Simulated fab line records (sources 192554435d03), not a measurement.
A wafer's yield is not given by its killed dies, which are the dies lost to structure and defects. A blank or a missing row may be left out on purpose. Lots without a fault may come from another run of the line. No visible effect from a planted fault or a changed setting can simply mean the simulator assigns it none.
A lot that was struck, set against a sound lot -- flow n5_finfet -- 15 out of 1938 route steps
Sound: the wafers L709.1, L709.2, L709.3. Struck: wafer L699.1 (left out: L699.4, L699.6 of the same lot, which were not struck); the cause appears at the end.
For every step that has rows: the tool of each side, followed by ch and its chambers, followed by its first start. Under that, the readings that differ: sound wafers -- struck wafers -- difference of the means -- sigmas: that difference in standard deviations of wafers without a fault.
alike: a reading whose means differ by less than 2 such deviations, as well as words and numbers matching on both sides. not compared: withheld readings; readings where some wafer has no value; bounds like >300 that might hide an equal value; numbers whose values overlap and for which the record gives no deviation.
A row with sigmas, a row that says differs or no value, or rows on one side alone: a step with any of these is where the two part. Non-overlapping numbers with no deviation appear without sigmas and do not part them. Lack of a reading on every wafer of one side parts them only where that side has two or more wafers.

N5_BEOL_M2_SPUTTER_90: material Cu, target thk 4.5 nm, time 8.29 s.
  sound: pvd_sputter-01 at day 10 19:37; struck: pvd_sputter-03 at day 8 05:10
reading,sound,struck,difference,sigmas
throttle_valve_pct (%),30.2 27.3 29.2,31.7,+2.8,+2
N5_BEOL_M2_ANNEAL_91: time 240 s.
  sound: pvd_sputter-01 at day 10 19:42; struck: pvd_sputter-03 at day 8 05:14
  alike: heater_power_w
then, 4 steps without rows for these wafers: N5_BEOL_M2_SPUTTER_92 (material Cu, target thk 4.5 nm, time 8.29 s); N5_BEOL_M2_ANNEAL_93 (time 240 s); N5_BEOL_M2_SPUTTER_94 (material Cu, target thk 4.5 nm, time 8.29 s); N5_BEOL_M2_ANNEAL_95 (time 240 s).
N5_BEOL_M2_SPUTTER_96: material Cu, target thk 4.5 nm, time 8.29 s.
  sound: pvd_sputter-01 at day 10 20:17; struck: pvd_sputter-03 at day 8 05:49
reading,sound,struck,difference,sigmas
throttle_valve_pct (%),30.4 27.5 29.1,31.6,+2.6,+2
then, 2 steps without rows for these wafers: N5_BEOL_M2_ECD_50 (material Cu, target thk 300 nm); N5_BEOL_M2_ANNEAL_51 (time 90 s).
N5_BEOL_M2_CMP_52: polishes, stops on SiOC, t overpolish 6.8 s, target thk 40 nm.
  sound on cmp-03 ch 0,1,3, day 10 20:57; struck on cmp-03 ch 2, day 8 06:39
  alike: barrier_field_endpoint_s, clearing_platen_down_force_psi, edge_zone_pressure_frac, motor_current_A, overpolish_run_s, time_to_endpoint_s
N5_BEOL_M2_THK_MEAS_53: measures by xrf.
  sound: film_metro-02 at day 10 21:14; struck: film_metro-01 at day 8 06:52
  alike: M2_THK
N5_BEOL_M2_PRE_CLEAN_60: time 15 s.
  sound on cvd_co-02 ch 0,1,2, day 10 21:17; struck on cvd_co-01 ch 2, day 8 06:55
  alike: heater_power_w
N5_BEOL_M2_CO_CAP_55: material Co, precursor CCTBA/H2, target thk 2 nm, time 102.1 s.
  sound on cvd_co-02 ch 0,1,2, day 10 21:19; struck on cvd_co-01 ch 2, day 8 06:57
reading,sound,struck,difference,sigmas
run_length_s (s),124.7 124.4 124.3,79.6,-44.9,-76
model.Co_of_BEOL_M2_CO_CAP_55.thk_nm (nm),2 1.8 2,1,-1,
  alike: heater_power_w
then, 1 step without rows for these wafers: N5_BEOL_M2_PRE_CLEAN_56 (time 15 s).
N5_BEOL_M4_RC_MEAS_101:
  sound on prober-01 ch 0, day 11 15:01; struck on prober-01 ch 0, day 9 02:30
  alike: DIBL_N, DIBL_P, IOFF_N, IOFF_P, ION_N, ION_P, SS_N, SS_P, VT_N, VT_P

WHERE THEY PART
Earliest at N5_BEOL_M2_SPUTTER_90; latest, in this record, at N5_BEOL_M2_CO_CAP_55. Later steps at which nothing parts them and some readings are alike: N5_BEOL_M4_RC_MEAS_101.

WHY: what had been put in by the simulator
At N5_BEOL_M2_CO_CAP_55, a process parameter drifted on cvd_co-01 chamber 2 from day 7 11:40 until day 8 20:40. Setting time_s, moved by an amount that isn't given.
